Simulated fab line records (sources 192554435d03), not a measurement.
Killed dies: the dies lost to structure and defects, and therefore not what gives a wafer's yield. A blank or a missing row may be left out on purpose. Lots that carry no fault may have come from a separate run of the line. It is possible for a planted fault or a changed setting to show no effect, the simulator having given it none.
Chamber matching	flow n5_finfet	4 sister chambers for N5_ILD0_LINER_00 on ald_sin-04
The step material SiNx, target thk 4 nm, pulse time 1 s, purge time 2 s. 8 wafers are shown with their chamber, then 8 later ones without.

## EACH WAFER AND ITS CHAMBER
wafer	chamber	heater_power_w (W)	precursor_pulse_height_rel
L074.6	3	793	0.999
L080.2	1	703	1.008
L080.4	2	694	1.008
L080.5	1	700	1.002
L083.2	3	772	0.994
L083.4	0	805	0.973
L083.6	2	706	0.986
L084.1	0	814	1.008

## WAFERS WHOSE CHAMBER IS MISSING
wafer	heater_power_w (W)	precursor_pulse_height_rel
L084.2	693	1.007
L084.3	798	1.005
L096.1	821	1.018
L096.4	705	0.991
L096.5	714	1.004
L097.2	832	1.007
L097.4	725	0.974
L097.5	725	1.006

## THE CHAMBER EACH PASSED THROUGH
wafer	from the rows above	in truth
L084.2	can't be placed: 1 or 2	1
L084.3	can't be placed: 0 or 3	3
L096.1	0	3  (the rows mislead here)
L096.4	can't be placed: 2 or 1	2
L096.5	can't be placed: 1 or 2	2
L097.2	0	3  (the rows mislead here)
L097.4	can't be placed: 2 or 1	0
L097.5	can't be placed: 1 or 2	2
Correct placement for 0 of the 8. From these rows, 6 cannot be placed; in 5 the true chamber is one of the candidates. 2 placed wrongly.
How it was worked out, from the rows above alone: a wafer's distance from a chamber is the root of the sum, over the readings, of the square of ((its reading less the chamber's mean) divided by the reading's scatter). If the next closest chamber is less than 2 further off than the closest, the wafer can't be placed; otherwise it belongs to the closest. The mean given for a chamber averages the wafers shown for that chamber. The scatter is the square root of a quotient: the sum, over the shown wafers, of each reading's squared deviation from its chamber's mean, divided by wafers minus chambers.
